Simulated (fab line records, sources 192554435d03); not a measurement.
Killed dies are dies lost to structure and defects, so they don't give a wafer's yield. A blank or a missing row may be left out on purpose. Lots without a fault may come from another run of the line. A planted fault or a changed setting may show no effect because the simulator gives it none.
Split-lot experiment | flow n5_finfet | 7 lots, 21 wafers read, on a route of 1938 steps

THE SPLIT
At N5_BEOL_M9_COAT_60 (time 60 s, resist thk 30 nm), the setting spin_rpm was moved away from the recipe's 1500 rpm on 5 of the 21 wafers read, by -8.6% to +10.9%. The other wafers ran this setting at the recipe's value.

The reading is taken at the split's own step.

THE READING
SiARC_of_BEOL_M9_COAT_60.thk_nm (the simulator's own value, which no gauge read), in nm, at N5_BEOL_M9_COAT_60 (time 60 s, resist thk 30 nm). The file gives no usual value for it. The 16 wafers here that ran the recipe average 30.0 nm, standard deviation 0.066 nm.

wafer  | tool, chamber at the split | spin_rpm as run, rpm | against the recipe | SiARC_of_BEOL_M9_COAT_60.thk_nm, nm | against lot-mates on the recipe
L075.1 | litho_track-03, 0          | 1500                 | recipe             | 30                                  | -
L075.3 | litho_track-03, 0          | 1500                 | recipe             | 30                                  | -
L075.4 | litho_track-03, 0          | 1391                 | -7.3%              | 31.2                                | +1.2
L081.1 | litho_track-04, 0          | 1500                 | recipe             | 30                                  | -
L081.2 | litho_track-04, 0          | 1500                 | recipe             | 30                                  | -
L081.6 | litho_track-04, 0          | 1500                 | recipe             | 30                                  | -
L086.3 | litho_track-03, 0          | 1386                 | -7.6%              | 31                                  | +1.2
L086.5 | litho_track-03, 0          | 1500                 | recipe             | 29.8                                | -
L086.6 | litho_track-03, 0          | 1500                 | recipe             | 29.8                                | -
L090.1 | litho_track-04, 0          | 1663                 | +10.9%             | 28.6                                | -1.4
L090.3 | litho_track-04, 0          | 1500                 | recipe             | 30                                  | -
L090.6 | litho_track-04, 0          | 1500                 | recipe             | 30                                  | -
L094.1 | litho_track-03, 0          | 1371                 | -8.6%              | 31.6                                | +1.6
L094.3 | litho_track-03, 0          | 1500                 | recipe             | 30                                  | -
L094.5 | litho_track-03, 0          | 1371                 | -8.6%              | 31.4                                | +1.4
L095.1 | litho_track-03, 0          | 1500                 | recipe             | 30                                  | -
L095.2 | litho_track-03, 0          | 1500                 | recipe             | 30                                  | -
L095.4 | litho_track-03, 0          | 1500                 | recipe             | 30                                  | -
L097.3 | litho_track-04, 0          | 1500                 | recipe             | 30                                  | -
L097.4 | litho_track-04, 0          | 1500                 | recipe             | 30                                  | -
L097.6 | litho_track-04, 0          | 1500                 | recipe             | 30                                  | -

THE FIT
A straight line over all 21 wafers: SiARC_of_BEOL_M9_COAT_60.thk_nm changes by -0.152 nm for each +1% of spin_rpm; r = -0.98; the points scatter about the line by 0.12 nm.
The same after taking each lot's own level away (the mean of its wafers on the recipe; 21 wafers): -0.154 nm for each +1%; r = -0.99; scatter 0.085 nm.
On that fit, the largest move of spin_rpm shifts the reading by 1.7 nm.
The lots' own levels span 29.80 to 30.00 nm, that is 3.0 times the standard deviation above.
So the lot-to-lot level changes the slope little: the two slopes agree.
Check: with one of the wafers moved furthest among these (+10.9%) left out of the fit, the line predicts -1.84 nm for it against its lot-mates. It came out at -1.4 nm against them.

OTHER SPLITS ON THESE WAFERS
These wafers also went through other splits before the reading. Each is held against what the fit with the lots' levels taken away leaves over:
other split on the same wafers   | wafers away from the commonest value | r with SiARC_of_BEOL_M9_COAT_60.thk_nm (lot level and that fit taken away)
N5_BEOL_M5_EXPOSE_25 dose_mj     | 6                                    | +0.20
N5_BEOL_M6_ILD_DEP_00 time_s     | 4                                    | -0.18
N5_BEOL_M6_COAT_05 spin_rpm      | 7                                    | +0.08
N5_BEOL_M7_ETCH_61 source_w      | 5                                    | -0.19
N5_BEOL_M7_COAT_71 spin_rpm      | 10                                   | +0.17
N5_BEOL_M7_TRENCH_ETCH_37 bias_w | 5                                    | -0.02
N5_BEOL_M7_ETCH_41 bias_w        | 4                                    | -0.08

THE FILE'S OWN FIT
SiARC_of_BEOL_M9_COAT_60.thk_nm changes by -0.152 nm for each +1% of spin_rpm, r = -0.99.
